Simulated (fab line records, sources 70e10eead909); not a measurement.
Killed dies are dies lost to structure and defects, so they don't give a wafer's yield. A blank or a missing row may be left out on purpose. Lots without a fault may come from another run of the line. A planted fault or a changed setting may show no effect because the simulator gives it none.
Which tool did it? | flow nand_harc | 11 lots, 33 wafers sampled, at 5 steps of a route of 1159

WHAT THE GAUGES READ, wafer by wafer
NHARC_P_M1_CD_MEAS_16.
lot  | measured     | on        | cd_nm (nm)
L324 | day 5 21:22  | cd_sem-01 | 130.3 131.5 130.3
L325 | day 6 18:26  | cd_sem-01 | 129.1 128.2 129.8
L326 | day 6 19:22  | cd_sem-03 | 130.4 130.9 131.7
L327 | day 6 19:41  | cd_sem-01 | 128.6 129.1 131.1
L329 | day 7 06:25  | cd_sem-01 | 130.2 129.0 129.0
L332 | day 7 22:53  | cd_sem-02 | 129.6 130.2 129.8
L331 | day 7 23:18  | cd_sem-02 | 130.4 130.7 130.7
L330 | day 8 00:13  | cd_sem-01 | 130.8 130.5 130.8
L342 | day 10 11:30 | cd_sem-03 | 128.8 128.8 128.7
L343 | day 10 15:11 | cd_sem-01 | 132.0 130.0 131.5
L345 | day 11 01:08 | cd_sem-02 | 130.7 130.0 130.0

NHARC_END_SORT_01.
lot  | measured     | on        | defect_limited_yield (%) | killed_at_array | killed_at_other | killed_at_periphery | killed_dies | killed_open | killed_short | sort_bin_2_pct (%) | sort_bin_3_pct (%) | sort_bin_4_pct (%) | sort_n_pass | sort_rim_yield_pct (%) | sort_yield_pct (%)
L330 | day 21 09:24 | prober-02 | 93.9 93.4 94.8           | 39 44 34        | 0 0 0           | 2 1 1               | 41 45 35    | 1 4 5       | 2 3 2        | 2.7 1.0 1.5        | 0.30 0.59 0.30     | 3.1 5.0 3.4        | 636 632 642 | 100.0 96.2 90.6        | 93.9 93.4 94.8
L342 | day 23 23:44 | prober-01 | 93.6 93.6 92.2           | 42 41 52        | 0 0 0           | 1 2 1               | 43 43 53    | 3 4 2       | 1 2 4        | 2.5 1.2 2.5        | 0.44 0.30 0        | 3.4 4.9 5.3        | 634 634 624 | 95.3 94.3 90.6         | 93.6 93.6 92.2
L343 | day 23 21:43 | prober-02 | 95.7 96.3 95.3           | 23 18 26        | 2 2 3           | 4 5 3               | 29 25 32    | 4 5 0       | 2 2 7        | 1.6 0.9 1.2        | 0 0.44 0.30        | 2.7 2.4 3.2        | 648 652 645 | 97.2 97.2 94.3         | 95.7 96.3 95.3

WHICH TOOL RAN EACH LOT (tool, then ch and the chambers of the sampled wafers, then the start)
lot  | NHARC_P_M2_SOFTBAKE_04            | NHARC_P_M2_DESCUM_14               | NHARC_P_M2_ETCH_35
L324 | litho_track-04 ch 0, day 6 00:00  | rie_diel-10 ch 1,2,3, day 6 01:16  | rie_diel-10 ch 1,2, day 6 01:21
L325 | litho_track-06 ch 0, day 6 21:00  | rie_diel-10 ch 0,1,2, day 6 22:10  | rie_diel-10 ch 0,1,3, day 6 22:14
L326 | litho_track-01 ch 0, day 6 22:00  | rie_diel-10 ch 2,3, day 6 23:05    | rie_diel-10 ch 2,3, day 6 23:10
L327 | litho_track-01 ch 0, day 6 22:00  | rie_diel-05 ch 2,3, day 6 23:37    | rie_diel-05 ch 0,1,2, day 6 23:42
L329 | litho_track-01 ch 0, day 7 09:00  | rie_diel-10 ch 2,3, day 7 10:11    | rie_diel-10 ch 0,2,3, day 7 10:17
L332 | litho_track-01 ch 0, day 8 02:00  | rie_diel-10 ch 0,2,3, day 8 02:46  | rie_diel-10 ch 0,2,3, day 8 02:50
L331 | litho_track-01 ch 0, day 8 02:00  | rie_diel-10 ch 1,3, day 8 03:03    | rie_diel-10 ch 0,2,3, day 8 03:08
L330 | litho_track-04 ch 0, day 8 03:00  | rie_diel-10 ch 0,2,3, day 8 04:07  | rie_diel-10 ch 0,2,3, day 8 04:12
L342 | litho_track-01 ch 0, day 10 15:00 | rie_diel-10 ch 0,2, day 10 15:44   | rie_diel-10 ch 1,2,3, day 10 15:50
L343 | litho_track-01 ch 0, day 10 18:00 | rie_diel-10 ch 0,1, day 10 19:16   | rie_diel-10 ch 0,1,2, day 10 19:21
L345 | litho_track-06 ch 0, day 11 04:00 | rie_diel-10 ch 1,2,3, day 11 05:04 | rie_diel-10 ch 0,1,3, day 11 05:10
- NHARC_P_M2_SOFTBAKE_04: time 55 s.
- NHARC_P_M2_DESCUM_14: chemistry O2, time 3 s.
- NHARC_P_M2_ETCH_35: etches the open film in N2/H2, target depth 40 nm, overetch 12 nm, time 43.94 s.

WHAT THE TOOLS THEMSELVES READ (means of the sampled wafers that have a number; where no wafer has one, the mark that the record gives instead)
NHARC_P_M2_SOFTBAKE_04.
lot  | tool           | heater_power_total_W (W)
L324 | litho_track-04 | 188.40
L325 | litho_track-06 | 188.44
L326 | litho_track-01 | 188.36
L327 | litho_track-01 | 188.49
L329 | litho_track-01 | 188.51
L332 | litho_track-01 | 188.33
L331 | litho_track-01 | 188.55
L330 | litho_track-04 | 188.48
L342 | litho_track-01 | 179.47
L343 | litho_track-01 | 179.47
L345 | litho_track-06 | 188.55

NHARC_P_M2_DESCUM_14.
lot  | tool        | drypump_motor_current_A (A) | oes_product_au (a.u.) | rf_vpp_V (V) | showerhead_plenum_p_Torr (Torr) | throttle_valve_pct (%)
L324 | rie_diel-10 | 6.1                         | 1.002                 | 58.1         | 1.92                            | 11.305
L325 | rie_diel-10 | 6.0                         | 0.996                 | 56.8         | 1.83                            | 11.306
L326 | rie_diel-10 | 6.0                         | 1.004                 | 58.3         | 1.97                            | 11.314
L327 | rie_diel-05 | 5.9                         | 0.993                 | 57.8         | 1.85                            | 11.312
L329 | rie_diel-10 | 6.0                         | 1.003                 | 58.0         | 1.97                            | 11.310
L332 | rie_diel-10 | 5.9                         | 1.001                 | 57.3         | 1.89                            | 11.301
L331 | rie_diel-10 | 6.4                         | 1.003                 | 58.8         | 2.00                            | 11.305
L330 | rie_diel-10 | 5.9                         | 1.012                 | 57.7         | 1.89                            | 11.305
L342 | rie_diel-10 | 5.6                         | 1.008                 | 56.6         | 1.80                            | 11.307
L343 | rie_diel-10 | 6.5                         | 1.015                 | 57.6         | 1.86                            | 11.313
L345 | rie_diel-10 | 6.1                         | 1.004                 | 57.2         | 1.91                            | 11.305

NHARC_P_M2_ETCH_35.
lot  | tool        | bias_w (W) | drypump_motor_current_A (A) | n2_flow_sccm (sccm) | oes_product_au (a.u.) | rf_vpp_V (V) | showerhead_plenum_p_Torr (Torr) | throttle_valve_pct (%)
L324 | rie_diel-10 | 149.7      | 5.9                         | 150.0               | 1.006                 | 428          | 1.95                            | 14.172
L325 | rie_diel-10 | 150.0      | 6.3                         | 149.6               | 1.006                 | 430          | 2.05                            | 14.163
L326 | rie_diel-10 | 150.2      | 5.7                         | 149.7               | 1.005                 | 430          | 2.01                            | 14.180
L327 | rie_diel-05 | 150.2      | 5.9                         | 150.4               | 0.989                 | 431          | 2.05                            | 14.174
L329 | rie_diel-10 | 149.5      | 5.8                         | 149.6               | 1.005                 | 430          | 2.01                            | 14.170
L332 | rie_diel-10 | 150.2      | 5.9                         | 149.8               | 1.012                 | 429          | 2.01                            | 14.171
L331 | rie_diel-10 | 149.8      | 5.9                         | 150.0               | 1.002                 | 431          | 2.01                            | 14.174
L330 | rie_diel-10 | 150.1      | 5.8                         | 150.1               | 1.006                 | 430          | 2.01                            | 14.184
L342 | rie_diel-10 | 150.2      | 6.2                         | 150.1               | 1.005                 | 432          | 2.04                            | 14.164
L343 | rie_diel-10 | 150.0      | 6.0                         | 150.0               | 1.007                 | 428          | 1.95                            | 14.172
L345 | rie_diel-10 | 150.2      | 6.3                         | 150.0               | 1.003                 | 430          | 2.04                            | 14.173

THE ANSWER, worked out from the rows above alone
Rule: what is usual is taken from the lots themselves. Put in order of their means at a reading, lots are off if they are a third of the lots or fewer, leave a main group of 4 or more, and stand apart from it by a gap of 3 or more times the standard deviation of the main group's means; of several such gaps the widest counts. A main group whose means are all the same, to the digits that the tables above print for the reading, isn't used. A lot without any number at a reading at which 4 lots or more have one is off too. The other lots that the step has rows for count as sound. The gauges are gone through in route order, then the tools' own readings, and for those a lot's mean is taken as printed above. The first step at which some lot is off is used, and at that step the reading that is off furthest; a lot without a number counts as furthest.
Off: L342, L343, at NHARC_P_M2_SOFTBAKE_04 (heater_power_total_W). The main group: mean 188.46 W, standard deviation 0.075.
A tool fits if, at that step or a process step before it, it ran every lot that is off, and no sound lot after the first of them. One fits: litho_track-01 at NHARC_P_M2_SOFTBAKE_04. Its last sound lot is L332 (day 8 02:00), its first lot that is off L342 (day 10 15:00): a fault that began between those two fits.
The tool's own readings at NHARC_P_M2_SOFTBAKE_04 bear it out: on the lots that are off they differ by more than 5 times the standard deviation of the sound lots' means. heater_power_total_W reads 179.47 W there against 188.46 W on the sound lots.

WHAT THE SIMULATOR HAD PUT IN
Process parameter drift: litho_track-01, from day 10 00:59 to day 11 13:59, at NHARC_P_M2_SOFTBAKE_04. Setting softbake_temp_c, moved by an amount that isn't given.
Lots struck among those shown: L342, L343. The rule above found the same.
